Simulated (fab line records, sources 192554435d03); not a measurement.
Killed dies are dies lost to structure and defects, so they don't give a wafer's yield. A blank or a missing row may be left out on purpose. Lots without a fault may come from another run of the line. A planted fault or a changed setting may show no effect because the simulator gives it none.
Chamber matching | flow n5_finfet | N5_BEOL_M15_ETCH_57 on rie_diel-04: 4 sister chambers
The step etches SOC in N2/H2, time 750 s. 4 wafers are shown with their chamber, then 12 later ones without.

WAFERS WITH THEIR CHAMBER
wafer  | chamber | throttle_valve_pct (%)
L082.3 | 0       | 17.65
L087.1 | 1       | 17.60
L091.5 | 2       | 17.56
L091.6 | 3       | 18.15

WAFERS WITHOUT THEIR CHAMBER
wafer  | throttle_valve_pct (%)
L095.2 | 18.17
L095.3 | 17.68
L095.6 | 18.18
L094.2 | 17.71
L094.4 | 17.59
L094.5 | 18.18
L096.3 | 18.17
L096.4 | 17.59
L096.6 | 17.61
L097.3 | 17.71
L097.4 | 17.63
L097.5 | 17.59

WHICH CHAMBER EACH WENT THROUGH
wafer  | from the rows above          | in truth
L095.2 | 3                            | 3
L095.3 | can't be placed: 0 or 1      | 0
L095.6 | 3                            | 3
L094.2 | can't be placed: 0 or 1      | 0
L094.4 | can't be placed: 1 or 2 or 0 | 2
L094.5 | 3                            | 3
L096.3 | 3                            | 3
L096.4 | can't be placed: 1 or 2 or 0 | 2
L096.6 | can't be placed: 1 or 0 or 2 | 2
L097.3 | can't be placed: 0 or 1      | 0
L097.4 | can't be placed: 0 or 1 or 2 | 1
L097.5 | can't be placed: 1 or 2 or 0 | 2
Placed correctly: 4 of 12. Can't be placed from these rows: 8 (the true chamber is among the candidates in 8). Placed wrongly: 0.
How it was worked out, from the rows above alone: a wafer's distance from a chamber is the root of the sum, over the readings, of the square of ((its reading less the chamber's mean) divided by the reading's scatter). The wafer belongs to the nearest chamber; if the next one is less than 2 further off, it can't be placed. A chamber's mean is the mean of its shown wafers. The scatter: with one shown wafer a chamber, the root of the mean of the squares of how far each hidden wafer lies from its nearest shown one.
